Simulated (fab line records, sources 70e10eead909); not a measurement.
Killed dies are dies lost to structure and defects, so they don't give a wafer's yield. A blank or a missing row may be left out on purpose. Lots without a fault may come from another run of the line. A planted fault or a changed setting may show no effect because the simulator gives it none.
Which tool did it? | flow nand_harc | 24 lots, 72 wafers sampled, at 6 steps of a route of 1302

WHAT THE GAUGES READ, wafer by wafer
The record holds no reading of a measuring or inspecting step that can be judged against a usual standard deviation.

WHICH TOOL RAN EACH LOT (tool, then ch and the chambers of the sampled wafers, then the start)
lot  | NHARC_A_CONTACT_ETCH_110           | NHARC_A_CONTACT_STRIP_26                      | NHARC_A_BLC_DEGAS_30         | NHARC_A_M0_STRIP_18                | NHARC_A_M0_DEGAS_28          | NHARC_A_M0_ANNEAL_30
L074 | rie_diel-03 ch 0,1,2, day 22 19:35 | rie_diel-03 ch 0,1, day 23 00:04 or earlier   | pvd_sputter-02, day 23 00:04 | rie_diel-02 ch 0,1,2, day 23 02:58 | pvd_sputter-01, day 23 03:28 | rtp_anneal-02 ch 0, day 23 04:16
L075 | rie_diel-03 ch 2,3, day 22 20:50   | rie_diel-03 ch 1,2, day 23 01:15 or earlier   | pvd_sputter-01, day 23 01:15 | rie_diel-02 ch 0,3, day 23 04:08   | pvd_sputter-02, day 23 04:40 | rtp_anneal-01 ch 0, day 23 05:32
L077 | rie_diel-04 ch 1,2,3, day 23 13:46 | rie_diel-04 ch 0,1,3, day 23 18:05 or earlier | pvd_sputter-03, day 23 18:05 | rie_diel-10 ch 0,1,3, day 23 20:55 | pvd_sputter-02, day 23 21:28 | rtp_anneal-02 ch 0, day 23 22:19
L076 | rie_diel-04 ch 0,1,2, day 23 14:44 | rie_diel-04 ch 0,2,3, day 23 19:17 or earlier | pvd_sputter-03, day 23 19:17 | rie_diel-10 ch 1,2,3, day 23 22:04 | pvd_sputter-03, day 23 22:35 | rtp_anneal-02 ch 0, day 23 23:31
L078 | rie_diel-03 ch 0,2, day 24 07:23   | rie_diel-03 ch 1,3, day 24 11:49 or earlier   | pvd_sputter-01, day 24 11:49 | rie_diel-02 ch 1,2, day 24 14:40   | pvd_sputter-02, day 24 15:14 | rtp_anneal-02 ch 0, day 24 16:07
L080 | rie_diel-04 ch 1,2,3, day 24 21:10 | rie_diel-04 ch 0,1,3, day 25 01:48 or earlier | pvd_sputter-03, day 25 01:48 | rie_diel-09 ch 0,1,2, day 25 04:42 | pvd_sputter-01, day 25 05:16 | rtp_anneal-02 ch 0, day 25 05:59
L081 | rie_diel-05 ch 0,1, day 25 03:14   | rie_diel-05 ch 1,2,3, day 25 07:46 or earlier | pvd_sputter-02, day 25 07:46 | rie_diel-10 ch 0,3, day 25 10:38   | pvd_sputter-02, day 25 11:09 | rtp_anneal-01 ch 0, day 25 11:53
L079 | rie_diel-04 ch 0,2,3, day 25 05:35 | rie_diel-04 ch 0,2,3, day 25 10:02 or earlier | pvd_sputter-02, day 25 10:02 | rie_diel-10 ch 1,2,3, day 25 12:54 | pvd_sputter-03, day 25 13:26 | rtp_anneal-02 ch 0, day 25 14:10
L082 | rie_diel-04 ch 0,1,2, day 25 17:48 | rie_diel-04 ch 0,1,2, day 25 22:14 or earlier | pvd_sputter-03, day 25 22:14 | rie_diel-02 ch 2,3, day 26 01:07   | pvd_sputter-03, day 26 01:39 | rtp_anneal-01 ch 0, day 26 02:40
L083 | rie_diel-03 ch 2,3, day 26 13:41   | rie_diel-03 ch 2,3, day 26 18:05 or earlier   | pvd_sputter-03, day 26 18:05 | rie_diel-09 ch 0,1,3, day 26 21:05 | pvd_sputter-03, day 26 21:36 | rtp_anneal-01 ch 0, day 26 22:28
L084 | rie_diel-04 ch 0,1,3, day 27 03:31 | rie_diel-04 ch 0,1,3, day 27 07:58 or earlier | pvd_sputter-03, day 27 07:58 | rie_diel-02 ch 1,2, day 27 10:52   | pvd_sputter-02, day 27 11:24 | rtp_anneal-01 ch 0, day 27 12:11
L086 | rie_diel-04 ch 1,2,3, day 27 05:24 | rie_diel-04 ch 0,2,3, day 27 09:49 or earlier | pvd_sputter-01, day 27 09:49 | rie_diel-02 ch 0,2, day 27 12:31   | pvd_sputter-03, day 27 13:08 | rtp_anneal-02 ch 0, day 27 13:55
L085 | rie_diel-03 ch 0,1,3, day 27 08:26 | rie_diel-03 ch 1,2, day 27 12:43 or earlier   | pvd_sputter-01, day 27 12:43 | rie_diel-10 ch 0,2,3, day 27 15:41 | pvd_sputter-01, day 27 16:13 | rtp_anneal-01 ch 0, day 27 16:57
L088 | rie_diel-03 ch 0,1,2, day 28 07:49 | rie_diel-03 ch 0,2, day 28 12:08 or earlier   | pvd_sputter-01, day 28 12:08 | rie_diel-10 ch 0,2, day 28 15:02   | pvd_sputter-03, day 28 15:34 | rtp_anneal-02 ch 0, day 28 16:19
L087 | rie_diel-04 ch 1,2,3, day 28 16:17 | rie_diel-04 ch 1,2,3, day 28 20:46 or earlier | pvd_sputter-02, day 28 20:46 | rie_diel-10 ch 1,2,3, day 28 23:39 | pvd_sputter-03, day 29 00:09 | rtp_anneal-02 ch 0, day 29 00:53
L089 | rie_diel-03 ch 2,3, day 28 19:46   | rie_diel-03 ch 1,2,3, day 29 00:16 or earlier | pvd_sputter-01, day 29 00:16 | rie_diel-10 ch 1,2, day 29 03:13   | pvd_sputter-01, day 29 03:47 | rtp_anneal-02 ch 0, day 29 04:37
L090 | rie_diel-04 ch 0,1,3, day 28 22:52 | rie_diel-04 ch 0,3, day 29 03:15 or earlier   | pvd_sputter-02, day 29 03:15 | rie_diel-02 ch 1,3, day 29 06:20   | pvd_sputter-02, day 29 06:57 | rtp_anneal-01 ch 0, day 29 07:41
L091 | rie_diel-05 ch 1,3, day 29 05:17   | rie_diel-05 ch 0,3, day 29 09:47 or earlier   | pvd_sputter-03, day 29 09:47 | rie_diel-10 ch 0,2, day 29 12:34   | pvd_sputter-02, day 29 13:07 | rtp_anneal-01 ch 0, day 29 14:01
L092 | rie_diel-05 ch 0,2, day 30 14:16   | rie_diel-05 ch 0,2,3, day 30 18:39 or earlier | pvd_sputter-03, day 30 18:39 | rie_diel-10 ch 0,3, day 30 21:29   | pvd_sputter-03, day 30 22:03 | rtp_anneal-02 ch 0, day 30 22:49
L093 | rie_diel-03 ch 0,1,2, day 30 21:37 | rie_diel-03 ch 0,1,2, day 31 02:02 or earlier | pvd_sputter-01, day 31 02:02 | rie_diel-09 ch 1,2,3, day 31 04:55 | pvd_sputter-03, day 31 05:27 | rtp_anneal-01 ch 0, day 31 06:11
L095 | rie_diel-05 ch 1,2,3, day 31 05:33 | rie_diel-05 ch 1,2,3, day 31 10:31 or earlier | pvd_sputter-02, day 31 10:31 | rie_diel-10 ch 0,1,3, day 31 13:23 | pvd_sputter-03, day 31 14:01 | rtp_anneal-01 ch 0, day 31 14:45
L094 | rie_diel-04 ch 1,3, day 31 06:47   | rie_diel-04 ch 1,2,3, day 31 11:05 or earlier | pvd_sputter-03, day 31 11:05 | rie_diel-02 ch 0,1,3, day 31 13:56 | pvd_sputter-01, day 31 14:28 | rtp_anneal-01 ch 0, day 31 15:13
L096 | rie_diel-04 ch 1,2, day 32 03:28   | rie_diel-04 ch 1,2, day 32 03:43              | pvd_sputter-03, day 32 08:17 | rie_diel-10 ch 1,2,3, day 32 11:11 | pvd_sputter-03, day 32 11:41 | rtp_anneal-01 ch 0, day 32 12:25
L097 | rie_diel-03 ch 0,1,3, day 32 04:26 | rie_diel-03 ch 0,1,3, day 32 08:53 or earlier | pvd_sputter-02, day 32 08:53 | rie_diel-09 ch 1,2,3, day 32 11:46 | pvd_sputter-03, day 32 12:18 | rtp_anneal-01 ch 0, day 32 13:06
- NHARC_A_CONTACT_ETCH_110: etches the open film in CF4/O2, target depth 60 nm, overetch 6 nm, time 33 s.
- NHARC_A_CONTACT_STRIP_26: strips in O2.
- NHARC_A_BLC_DEGAS_30: time 60 s.
- NHARC_A_M0_STRIP_18: strips in N2/H2.
- NHARC_A_M0_DEGAS_28: time 60 s.
- NHARC_A_M0_ANNEAL_30: time 90 s.

WHAT THE TOOLS THEMSELVES READ (means of the sampled wafers that have a number; where no wafer has one, the mark that the record gives instead)
NHARC_A_CONTACT_ETCH_110.
lot  | tool        | drypump_motor_current_A (A) | mfc_ar_sccm (sccm) | oes_product_au (a.u.) | rf_fwd_power_W (W) | rf_vpp_V (V) | showerhead_plenum_p_Torr (Torr) | throttle_valve_pct (%)
L074 | rie_diel-03 | 5.7                         | 0.001              | 1.015                 | 295.1              | 198.2        | 1.35                            | 13.396
L075 | rie_diel-03 | 5.6                         | 0.000              | 1.007                 | 296.7              | 199.4        | 1.40                            | 13.396
L077 | rie_diel-04 | 6.4                         | 0.028              | 1.005                 | 295.2              | 197.9        | 1.36                            | 13.403
L076 | rie_diel-04 | 5.9                         | 0.032              | 0.990                 | 295.0              | 197.7        | 1.35                            | 13.403
L078 | rie_diel-03 | 6.0                         | 0.001              | 1.012                 | 294.9              | 198.9        | 1.36                            | 13.399
L080 | rie_diel-04 | 6.4                         | 0.028              | 0.996                 | 295.2              | 197.8        | 1.35                            | 13.399
L081 | rie_diel-05 | 6.0                         | 0.012              | 1.001                 | 297.1              | 196.6        | 1.26                            | 13.393
L079 | rie_diel-04 | 5.9                         | 0.033              | 1.003                 | 296.1              | 197.4        | 1.30                            | 13.388
L082 | rie_diel-04 | 5.9                         | 0.032              | 1.001                 | 294.8              | 198.0        | 1.35                            | 13.395
L083 | rie_diel-03 | 5.3                         | 0.000              | 1.011                 | 295.6              | 199.2        | 1.36                            | 13.398
L084 | rie_diel-04 | 5.9                         | 0.028              | 0.984                 | 295.6              | 198.0        | 1.34                            | 13.391
L086 | rie_diel-04 | 6.5                         | 0.028              | 0.994                 | 293.3              | 198.6        | 1.35                            | 13.385
L085 | rie_diel-03 | 6.0                         | 0.001              | 1.002                 | 295.8              | 198.4        | 1.38                            | 13.390
L088 | rie_diel-03 | 5.7                         | 0.001              | 1.002                 | 294.8              | 198.1        | 1.34                            | 13.389
L087 | rie_diel-04 | 6.4                         | 0.028              | 1.003                 | 294.5              | 198.2        | 1.35                            | 13.393
L089 | rie_diel-03 | 5.2                         | 0.000              | 0.998                 | 296.0              | 199.0        | 1.36                            | 13.404
L090 | rie_diel-04 | 5.9                         | 0.028              | 0.992                 | 294.3              | 197.8        | 1.34                            | 13.399
L091 | rie_diel-05 | 5.9                         | 0.000              | 0.987                 | 296.2              | 197.1        | 1.32                            | 13.392
L092 | rie_diel-05 | 5.6                         | 0.033              | 0.997                 | 297.7              | 196.8        | 1.30                            | 13.400
L093 | rie_diel-03 | 5.7                         | 0.001              | 1.002                 | 295.6              | 198.3        | 1.34                            | 13.397
L095 | rie_diel-05 | 5.7                         | 0.011              | 0.996                 | 297.1              | 196.8        | 1.30                            | 13.391
L094 | rie_diel-04 | 6.5                         | 0.023              | 1.002                 | 292.8              | 199.5        | 1.39                            | 13.404
L096 | rie_diel-04 | 6.4                         | 0.031              | 1.004                 | 295.7              | 197.6        | 1.35                            | 13.404
L097 | rie_diel-03 | 6.0                         | 0.001              | 1.006                 | 294.3              | 197.7        | 1.37                            | 13.389

NHARC_A_CONTACT_STRIP_26.
lot  | tool        | drypump_motor_current_A (A) | mfc_ar_sccm (sccm) | oes_product_au (a.u.) | rf_vpp_V (V) | showerhead_plenum_p_Torr (Torr) | throttle_valve_pct (%)
L074 | rie_diel-03 | 6.0                         | 0.001              | 0.997                 | 57.8         | 3.58                            | 17.037
L075 | rie_diel-03 | 5.2                         | 0.000              | 1.008                 | 57.2         | 3.53                            | 17.043
L077 | rie_diel-04 | 5.9                         | 0.028              | 0.997                 | 58.1         | 3.54                            | 17.035
L076 | rie_diel-04 | 5.9                         | 0.033              | 0.990                 | 57.8         | 3.45                            | 17.038
L078 | rie_diel-03 | 5.8                         | 0.000              | 1.002                 | 58.0         | 3.71                            | 17.028
L080 | rie_diel-04 | 5.9                         | 0.028              | 0.999                 | 57.9         | 3.54                            | 17.030
L081 | rie_diel-05 | 5.7                         | 0.011              | 0.997                 | 58.1         | 3.46                            | 17.043
L079 | rie_diel-04 | 5.9                         | 0.033              | 1.008                 | 57.7         | 3.44                            | 17.044
L082 | rie_diel-04 | 5.9                         | 0.032              | 0.998                 | 57.7         | 3.56                            | 17.030
L083 | rie_diel-03 | 5.2                         | 0.000              | 1.002                 | 57.2         | 3.59                            | 17.040
L084 | rie_diel-04 | 5.9                         | 0.028              | 0.986                 | 57.4         | 3.54                            | 17.044
L086 | rie_diel-04 | 5.9                         | 0.033              | 0.998                 | 58.2         | 3.44                            | 17.039
L085 | rie_diel-03 | 5.4                         | 0.000              | 1.010                 | 57.4         | 3.52                            | 17.038
L088 | rie_diel-03 | 5.5                         | 0.001              | 1.000                 | 57.6         | 3.53                            | 17.040
L087 | rie_diel-04 | 6.4                         | 0.028              | 0.995                 | 57.4         | 3.57                            | 17.037
L089 | rie_diel-03 | 5.5                         | 0.000              | 1.002                 | 57.8         | 3.60                            | 17.034
L090 | rie_diel-04 | 6.0                         | 0.030              | 0.999                 | 57.1         | 3.42                            | 17.042
L091 | rie_diel-05 | 5.8                         | 0.011              | 0.997                 | 58.0         | 3.54                            | 17.041
L092 | rie_diel-05 | 5.6                         | 0.022              | 0.991                 | 57.0         | 3.50                            | 17.038
L093 | rie_diel-03 | 5.7                         | 0.001              | 1.001                 | 57.8         | 3.53                            | 17.040
L095 | rie_diel-05 | 5.7                         | 0.011              | 0.990                 | 56.8         | 3.43                            | 17.039
L094 | rie_diel-04 | 6.5                         | 0.028              | 1.002                 | 58.2         | 3.57                            | 17.036
L096 | rie_diel-04 | 6.5                         | 0.026              | 0.993                 | 57.9         | 3.67                            | 17.024
L097 | rie_diel-03 | 6.1                         | 0.001              | 0.988                 | 57.8         | 3.62                            | 17.036

NHARC_A_BLC_DEGAS_30.
lot  | tool           | heater_power_w (W)
L074 | pvd_sputter-02 | 504
L075 | pvd_sputter-01 | 474
L077 | pvd_sputter-03 | 423
L076 | pvd_sputter-03 | 432
L078 | pvd_sputter-01 | 465
L080 | pvd_sputter-03 | 437
L081 | pvd_sputter-02 | 484
L079 | pvd_sputter-02 | 478
L082 | pvd_sputter-03 | 471
L083 | pvd_sputter-03 | 471
L084 | pvd_sputter-03 | 435
L086 | pvd_sputter-01 | 461
L085 | pvd_sputter-01 | 473
L088 | pvd_sputter-01 | 489
L087 | pvd_sputter-02 | 503
L089 | pvd_sputter-01 | 441
L090 | pvd_sputter-02 | 527
L091 | pvd_sputter-03 | 473
L092 | pvd_sputter-03 | 478
L093 | pvd_sputter-01 | 465
L095 | pvd_sputter-02 | 494
L094 | pvd_sputter-03 | 453
L096 | pvd_sputter-03 | 462
L097 | pvd_sputter-02 | 502

NHARC_A_M0_STRIP_18.
lot  | tool        | drypump_motor_current_A (A) | mfc_ar_sccm (sccm) | oes_product_au (a.u.) | rf_fwd_power_W (W) | rf_vpp_V (V) | showerhead_plenum_p_Torr (Torr) | throttle_valve_pct (%)
L074 | rie_diel-02 | 5.7                         | 0.004              | 0.998                 | 997                | 91.2         | 2.03                            | 14.173
L075 | rie_diel-02 | 6.1                         | 0.015              | 1.003                 | 1001               | 90.3         | 1.98                            | 14.175
L077 | rie_diel-10 | 5.7                         | 0.002              | 0.994                 | 997                | 91.0         | 2.07                            | 14.164
L076 | rie_diel-10 | 5.6                         | 0.007              | 1.008                 | 997                | 91.2         | 2.03                            | 14.170
L078 | rie_diel-02 | 5.4                         | 0.003              | 0.995                 | 995                | 90.5         | 2.03                            | 14.170
L080 | rie_diel-09 | 6.1                         | 0.011              | 1.000                 | 997                | 90.3         | 2.05                            | 14.171
L081 | rie_diel-10 | 5.6                         | 0.000              | 1.000                 | 997                | 91.0         | 2.08                            | 14.169
L079 | rie_diel-10 | 5.6                         | 0.007              | 0.994                 | 995                | 90.2         | 2.03                            | 14.172
L082 | rie_diel-02 | 5.8                         | 0.024              | 1.012                 | 999                | 90.3         | 1.95                            | 14.175
L083 | rie_diel-09 | 5.8                         | 0.007              | 1.008                 | 998                | 90.7         | 2.04                            | 14.177
L084 | rie_diel-02 | 5.4                         | 0.003              | 1.002                 | 992                | 90.1         | 2.03                            | 14.177
L086 | rie_diel-02 | 5.8                         | 0.006              | 0.994                 | 994                | 91.3         | 2.01                            | 14.171
L085 | rie_diel-10 | 5.8                         | 0.005              | 1.004                 | 996                | 90.3         | 2.06                            | 14.175
L088 | rie_diel-10 | 6.1                         | 0.005              | 1.002                 | 996                | 91.2         | 2.08                            | 14.175
L087 | rie_diel-10 | 5.6                         | 0.007              | 1.001                 | 995                | 90.8         | 2.03                            | 14.164
L089 | rie_diel-10 | 5.7                         | 0.009              | 0.997                 | 995                | 89.8         | 2.02                            | 14.174
L090 | rie_diel-02 | 6.0                         | 0.023              | 1.003                 | 998                | 90.2         | 1.96                            | 14.175
L091 | rie_diel-10 | 6.1                         | 0.005              | 0.994                 | 997                | 90.4         | 2.08                            | 14.172
L092 | rie_diel-10 | 5.6                         | 0.000              | 1.006                 | 996                | 89.8         | 2.08                            | 14.173
L093 | rie_diel-09 | 5.9                         | 0.004              | 1.001                 | 996                | 90.4         | 2.01                            | 14.175
L095 | rie_diel-10 | 5.7                         | 0.002              | 0.999                 | 996                | 91.1         | 2.07                            | 14.161
L094 | rie_diel-02 | 6.0                         | 0.013              | 1.007                 | 1000               | 90.7         | 1.99                            | 14.169
L096 | rie_diel-10 | 5.6                         | 0.007              | 1.010                 | 998                | 91.2         | 2.03                            | 14.163
L097 | rie_diel-09 | 6.0                         | 0.004              | 1.002                 | 999                | 90.4         | 2.01                            | 14.175

NHARC_A_M0_DEGAS_28.
lot  | tool           | heater_power_w (W)
L074 | pvd_sputter-01 | 325
L075 | pvd_sputter-02 | 352
L077 | pvd_sputter-02 | 347
L076 | pvd_sputter-03 | 325
L078 | pvd_sputter-02 | 352
L080 | pvd_sputter-01 | 325
L081 | pvd_sputter-02 | 348
L079 | pvd_sputter-03 | 323
L082 | pvd_sputter-03 | 297
L083 | pvd_sputter-03 | 321
L084 | pvd_sputter-02 | 353
L086 | pvd_sputter-03 | 323
L085 | pvd_sputter-01 | 333
L088 | pvd_sputter-03 | 321
L087 | pvd_sputter-03 | 295
L089 | pvd_sputter-01 | 332
L090 | pvd_sputter-02 | 352
L091 | pvd_sputter-02 | 347
L092 | pvd_sputter-03 | 314
L093 | pvd_sputter-03 | 310
L095 | pvd_sputter-03 | 327
L094 | pvd_sputter-01 | 347
L096 | pvd_sputter-03 | 336
L097 | pvd_sputter-03 | 334

NHARC_A_M0_ANNEAL_30.
lot  | tool          | wafer_temp_C_max
L074 | rtp_anneal-02 | 225.90
L075 | rtp_anneal-01 | 226.08
L077 | rtp_anneal-02 | 225.95
L076 | rtp_anneal-02 | 225.86
L078 | rtp_anneal-02 | 226.23
L080 | rtp_anneal-02 | 225.88
L081 | rtp_anneal-01 | 225.99
L079 | rtp_anneal-02 | 226.06
L082 | rtp_anneal-01 | 226.00
L083 | rtp_anneal-01 | 226.30
L084 | rtp_anneal-01 | 226.30
L086 | rtp_anneal-02 | 225.91
L085 | rtp_anneal-01 | 226.28
L088 | rtp_anneal-02 | 225.93
L087 | rtp_anneal-02 | 225.97
L089 | rtp_anneal-02 | 226.30
L090 | rtp_anneal-01 | 226.45
L091 | rtp_anneal-01 | 226.16
L092 | rtp_anneal-02 | 225.76
L093 | rtp_anneal-01 | 226.21
L095 | rtp_anneal-01 | 226.40
L094 | rtp_anneal-01 | 226.33
L096 | rtp_anneal-01 | 226.50
L097 | rtp_anneal-01 | 226.40

THE ANSWER, worked out from the rows above alone
Rule: what is usual is taken from the lots themselves. Put in order of their means at a reading, lots are off if they are a third of the lots or fewer, leave a main group of 4 or more, and stand apart from it by a gap of 3 or more times the standard deviation of the main group's means; of several such gaps the widest counts. A main group whose means are all the same, to the digits that the tables above print for the reading, isn't used. A lot without any number at a reading at which 4 lots or more have one is off too. The other lots that the step has rows for count as sound. The gauges are gone through in route order, then the tools' own readings, and for those a lot's mean is taken as printed above. The first step at which some lot is off is used, and at that step the reading that is off furthest; a lot without a number counts as furthest.
No lot is off at any reading shown: from this, nothing can be told.

WHAT THE SIMULATOR HAD PUT IN
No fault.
